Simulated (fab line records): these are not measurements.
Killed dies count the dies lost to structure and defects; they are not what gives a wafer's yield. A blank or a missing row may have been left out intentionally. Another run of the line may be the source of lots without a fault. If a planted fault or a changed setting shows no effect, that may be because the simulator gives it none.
Comparing a struck lot with a sound one	flow n5_finfet	35 steps out of a route of 1938
Sound: these wafers, L474.1, L474.4, L474.5. The struck wafers were L480.1, L480.5, L480.6. At the end, the cause is stated.
Per side, at each step with rows, come the tool, then ch with its chambers, and then its first start. Under that, the readings that differ: sound wafers	struck wafers	difference of the means	sigmas: that difference in standard deviations of wafers without a fault.
alike: readings whose means differ by less than 2 such deviations, and words and numbers that are the same on both sides. not compared: withheld readings, readings that some wafer has no value for, bounds like >300 that may hide the same value, and numbers for which the record gives no deviation and whose values overlap.
A row with sigmas, a row that says differs or no value, or rows on one side alone: a step with any of these is where the two part. When numbers do not overlap yet have no deviation, they are printed without sigmas and do not part them. A reading missing from all wafers of one side parts the sides only when that side holds two or more wafers.

first, 12 steps without rows for these wafers: N5_SD_EPI_P_ETCH_37 (etches SOC in N2/H2, overetch 108 nm, time 486 s); N5_SD_EPI_P_STRIP_38 (strips in N2/H2); N5_SD_EPI_P_ETCHBACK_46 (etches SiNx in CH3F/O2, stops on SiO2, target depth 17.5 nm); N5_SD_EPI_P_ETCH_47 (etches SiOCN in CH3F/O2, target depth 25 nm); N5_SD_EPI_P_ETCH_16 (etches SiO2 in CHF3/O2, target depth 5 nm); N5_SD_EPI_P_STRIP_50 (strips in CHF3/O2); N5_SD_EPI_P_SD_RECESS_17 (chemistry HBr/Cl2/O2, target depth 39.1 nm, bt time 3 s); N5_SD_EPI_P_WET_ETCH_45 (etches SiO2 in dHF, time 10.7 s, target depth 2 nm, rinse time 30 s); N5_SD_EPI_P_STRIP_40 (strips in N2/H2); N5_SD_EPI_P_PRECLEAN_52 (cleans in O3/DIW, time 60 s); N5_SD_EPI_P_SRD_20 (time 30 s); N5_SD_EPI_P_PRECLEAN_51 (cleans in NF3:NH3, afs cycles 1, time 20 s, sublimation time 60 s).
N5_SD_EPI_P_VAPOR_ETCH_44: etches SiGe30 in NF3/Ar, time 3.3 s.
  sound on epi_rpcvd-04 ch 0, day 4 02:36; struck on epi_rpcvd-03 ch 0, day 5 13:16
then, 20 steps without rows for these wafers: N5_SD_EPI_P_EPI_21 (deposits SiGe:B, time 355 s); N5_SD_EPI_P_HM_STRIP_48 (strips SiNx in H3PO4, material SiNx, target depth 3 nm); N5_SD_EPI_P_SRD_49 (time 30 s); N5_SD_EPI_P_PRECLEAN_24 (cleans in O3/DIW, time 45 s); N5_SD_EPI_P_PRECLEAN_32 (cleans in dHF, time 10 s); N5_SD_EPI_P_PRECLEAN_33 (cleans in SC2, time 45 s); N5_SD_EPI_P_SRD_25 (time 30 s); N5_SD_ACTIVATION_RTA_00 (time 0 s); N5_SD_ACTIVATION_LSA_01 (time 0.0008 s); N5_ILD0_LINER_00 (material SiNx, target thk 4 nm, pulse time 1 s, purge time 2 s); N5_ILD0_FCVD_FILL_01 (material SiO2 flowable, target thk 200 nm, time 328.3 s); N5_ILD0_CURE_02 (time 1800 s); N5_ILD0_CMP_03 (polishes, stops on SiNx, t overpolish 1.9 s, target thk 197.38 nm); N5_ILD0_CMP_07 (polishes SiO2 flowable, stops on poly-Si, t overpolish 1.18 s, target thk 138.88 nm); N5_ILD0_PRECLEAN_10 (cleans in NF3:NH3, afs cycles 5, time 20 s, sublimation time 60 s); N5_ILD0_ALD_15 (deposits SiNx, target thk 24 nm, pulse time 1 s, ald cycles 480); N5_ILD0_CMP_12 (polishes SiNx, stops on poly-Si, t overpolish 6 s, target thk 17.67 nm); N5_SDB_HM_DEP_00 (deposits SiNx from SiH4/NH3/N2, target thk 40 nm, time 35.3 s); N5_SDB_COAT_03 (time 60 s, resist thk 100 nm); N5_SDB_COAT_04 (time 60 s, resist thk 18 nm).
-- the record jumps here: 6 days lie between the struck wafers' starts before and after (it left off in module SDB and takes up again in module BEOL_M4, whose first step shown is number 1111 of the route) --
N5_BEOL_M4_RC_MEAS_101:
  sound on prober-02 ch 0, day 9 21:05; struck on prober-02 ch 0, day 11 09:07
reading	sound	struck	difference	sigmas
DIBL_P (mV/V)	37.7 38.8 34.8	31.2 31.2 30.9	-6.0	-3
IOFF_P (nA/um)	0.23 0.25 0.18	0.10 0.10 0.10	-0.12	-3
IOFF_P_85C (nA/um)	3.9 4.2 3.2	1.9 2.0 1.9	-1.8	-3
IOFF_P_LIN (nA/um)	0.105 0.111 0.090	0.053 0.054 0.052	-0.049	-3
ION_P (uA/um)	473 464 464	416 424 411	-50	-6
REXT_P (ohm.um)	100.8 101.3 99.8	127.4 126.7 126.9	+26.4	+13
VT_P (mV)	-251 -246 -252	-265 -264 -264	-15	-5
VT_P_LVT (mV)	-96.8 -95.5 -99.9	-114.5 -113.9 -115.3	-17.2	-6
  alike: DIBL_N, IOFF_N, ION_N, SS_N, SS_P, VT_N
-- here the record skips 5 days between the struck wafers' starts before and after, leaving off in module BEOL_M4 and picking up in module PASSIVATION (first step shown: number 1936 of the route) --
N5_PASSIVATION_PROBE_49:
  sound on prober-02, day 14 11:22; struck on prober-02, day 16 15:42
reading	sound	struck	difference	sigmas
sort_bin_6_memory (%)	3.1 2.9 4.2	2.3 1.9 1.6	-1.5	-2
sort_bin_8_speed (%)	0 0 0	91.44 61.27 92.54	+81.75	+99 or more
sort_n_pass	1069 1085 1070	26 390 8	-933	-55
sort_yield_pct (%)	90.6 91.9 90.7	2.2 33.1 0.7	-79.1	-56
  alike: defect_limited_yield, killed_at_M0_to_M3, killed_at_M4_up, killed_at_contacts, killed_at_front_end, killed_at_other, killed_dies, killed_open, killed_short, sort_bin_5_function

== WHERE THEY PART ==
Earliest at N5_BEOL_M4_RC_MEAS_101; latest, in this record, at N5_PASSIVATION_PROBE_49.

WHY: what had been put in by the simulator
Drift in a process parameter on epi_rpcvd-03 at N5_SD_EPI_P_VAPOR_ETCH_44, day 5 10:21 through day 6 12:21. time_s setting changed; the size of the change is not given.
